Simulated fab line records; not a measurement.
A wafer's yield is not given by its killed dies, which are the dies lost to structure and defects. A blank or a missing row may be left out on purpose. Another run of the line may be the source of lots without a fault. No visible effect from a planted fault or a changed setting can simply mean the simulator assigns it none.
Chamber matching	flow nandHarc	NHARC_P_ZERO_WELL_DESCUM_13 on rieDiel-10: 4 sister chambers
The step chemistry O2, time 3 s. 18 wafers are shown with their chamber, then 9 later ones without.

## EACH WAFER AND ITS CHAMBER
wafer	chamber	drypumpMotorCurrentA (A)	showerheadPlenumPTorr (Torr)	oesProductAu (a.u.)
L074.1	1	5.6	1.98	1.021
L074.5	2	6.1	1.93	1.005
L074.6	3	6.6	2.05	1.019
L079.2	2	6.1	1.93	1.012
L079.3	3	6.6	2.05	1.013
L079.6	1	5.6	1.98	1.018
L083.1	0	5.7	1.97	0.998
L083.2	2	6.1	1.92	0.990
L083.5	3	6.6	2.05	1.016
L085.2	1	5.6	1.98	1.014
L085.5	3	6.6	2.05	1.016
L085.6	0	5.7	1.97	0.998
L090.1	2	6.0	1.92	0.990
L090.3	3	6.6	2.05	0.999
L090.5	0	5.7	1.97	0.992
L091.4	2	6.1	1.92	1.000
L091.5	1	5.6	1.98	1.012
L091.6	0	5.7	1.97	1.010

SIGNATURES (averages over the wafers above)
reading	chamber 0	chamber 1	chamber 2	chamber 3	scatter within a chamber
drypumpMotorCurrentA	5.700	5.600	6.080	6.600	0.0239
showerheadPlenumPTorr	1.9700	1.9800	1.9240	2.0500	0.00293
oesProductAu	0.99950	1.01625	0.99940	1.01260	0.00773
Rule: distance of a wafer from a chamber = root of the sum over the readings of ((wafer's reading minus chamber's mean) / reading's scatter) squared. The wafer belongs to the nearest chamber; if the next one is less than 2 further off, it can't be placed. The scatter: the root of (the sum of the squares of (reading less its chamber's mean) over the shown wafers, divided by (wafers less chambers)).

## WAFERS WHOSE CHAMBER IS MISSING
wafer	drypumpMotorCurrentA (A)	showerheadPlenumPTorr (Torr)	oesProductAu (a.u.)
L093.1	6.1	1.92	0.985
L093.3	5.7	1.97	1.004
L093.4	5.6	1.98	1.004
L094.1	6.1	1.92	0.984
L094.3	5.7	1.96	1.015
L094.6	5.6	1.98	1.018
L097.1	6.6	2.05	1.009
L097.3	5.7	1.96	1.008
L097.4	6.1	1.92	1.000

## THE CHAMBER EACH PASSED THROUGH
wafer	from the rows above	in truth
L093.1	2	2
L093.3	0	0
L093.4	1	1
L094.1	2	2
L094.3	0	0
L094.6	1	1
L097.1	3	3
L097.3	0	0
L097.4	2	2
Correctly placed: 9 of 9. Number that these rows cannot place: 0. Wrongly placed: 0.
